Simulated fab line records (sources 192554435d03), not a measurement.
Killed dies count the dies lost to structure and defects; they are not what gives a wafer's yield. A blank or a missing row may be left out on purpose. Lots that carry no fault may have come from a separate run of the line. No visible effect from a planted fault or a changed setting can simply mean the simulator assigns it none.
Chamber matching || flow n5 finfet || N5_BEOL_M2_ETCH_70 on rie diel-06: 3 sister chambers
The step etches SOC in N2/H2, target depth 80 nm, overetch 24 nm, time 130 s. 3 wafers are shown with their chamber, then 6 later ones without.

== WAFERS PAIRED WITH THEIR CHAMBERS ==
{"wafer": "L080.5", "chamber": 2, "showerhead plenum p Torr (Torr)": 2.51}
{"wafer": "L082.1", "chamber": 0, "showerhead plenum p Torr (Torr)": 2.62}
{"wafer": "L084.2", "chamber": 1, "showerhead plenum p Torr (Torr)": 2.62}

== WAFERS WITHOUT THEIR CHAMBER ==
{"wafer": "L084.5", "showerhead plenum p Torr (Torr)": 2.62}
{"wafer": "L089.1", "showerhead plenum p Torr (Torr)": 2.61}
{"wafer": "L089.6", "showerhead plenum p Torr (Torr)": 2.51}
{"wafer": "L092.3", "showerhead plenum p Torr (Torr)": 2.61}
{"wafer": "L092.4", "showerhead plenum p Torr (Torr)": 2.61}
{"wafer": "L092.6", "showerhead plenum p Torr (Torr)": 2.51}

== WHICH CHAMBER EACH WENT THROUGH ==
{"wafer": "L084.5", "from the rows above": "can't be placed: 0 or 1", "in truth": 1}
{"wafer": "L089.1", "from the rows above": "can't be placed: 0 or 1", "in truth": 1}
{"wafer": "L089.6", "from the rows above": 2, "in truth": 2}
{"wafer": "L092.3", "from the rows above": "can't be placed: 0 or 1", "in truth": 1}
{"wafer": "L092.4", "from the rows above": "can't be placed: 0 or 1", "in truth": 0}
{"wafer": "L092.6", "from the rows above": 2, "in truth": 2}
Correct placement for 2 of the 6. From these rows, 4 cannot be placed; in 4 the true chamber is one of the candidates. Wrongly placed: 0.
How it was worked out, from the rows above alone: a wafer's distance from a chamber is the root of the sum, over the readings, of the square of ((its reading less the chamber's mean) divided by the reading's scatter). If the next closest chamber is less than 2 further off than the closest, the wafer can't be placed; otherwise it belongs to the closest. A chamber's mean is the mean of its shown wafers. The scatter: with one shown wafer a chamber, the root of the mean of the squares of how far each hidden wafer lies from its nearest shown one.
